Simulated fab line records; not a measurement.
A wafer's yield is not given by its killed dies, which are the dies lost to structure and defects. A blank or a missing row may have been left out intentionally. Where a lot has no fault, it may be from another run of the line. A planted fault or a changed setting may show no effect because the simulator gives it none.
Chamber matching    flow n5 finfet    rie diel-04 running N5_BEOL_M0_TRENCH_ETCH_107: 4 sister chambers
The step etches SiOC in C4F6/O2, target depth 32.8 nm, time 16.4 s. 4 wafers are shown with their chamber, then 12 later ones without.

## WAFERS WITH THEIR CHAMBER
wafer   chamber  showerhead plenum p Torr (Torr)
L087.2  1        2.92
L089.2  3        2.69
L089.3  2        2.72
L089.6  0        2.86

## WAFERS MISSING THEIR CHAMBER
wafer   showerhead plenum p Torr (Torr)
L090.3  2.69
L090.4  2.71
L090.5  2.71
L093.1  2.71
L093.4  2.85
L093.6  2.92
L096.2  2.91
L096.4  2.70
L096.5  2.84
L097.2  2.70
L097.3  2.84
L097.6  2.84

## THE CHAMBER EACH PASSED THROUGH
wafer   from the rows above      in truth
L090.3  3                        3
L090.4  can't be placed: 2 or 3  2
L090.5  can't be placed: 2 or 3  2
L093.1  can't be placed: 2 or 3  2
L093.4  0                        0
L093.6  1                        1
L096.2  1                        1
L096.4  can't be placed: 3 or 2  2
L096.5  0                        0
L097.2  can't be placed: 3 or 2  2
L097.3  0                        0
L097.6  0                        0
Correct placement for 7 of the 12. Unplaceable from these rows: 5, with the true chamber sitting among the candidates in 5. Number placed wrongly: 0.
How it was worked out, from the rows above alone: a wafer's distance from a chamber is the root of the sum, over the readings, of the square of ((its reading less the chamber's mean) divided by the reading's scatter). If the next closest chamber is less than 2 further off than the closest, the wafer can't be placed; otherwise it belongs to the closest. The mean given for a chamber averages the wafers shown for that chamber. The scatter: with one shown wafer a chamber, the root of the mean of the squares of how far each hidden wafer lies from its nearest shown one.
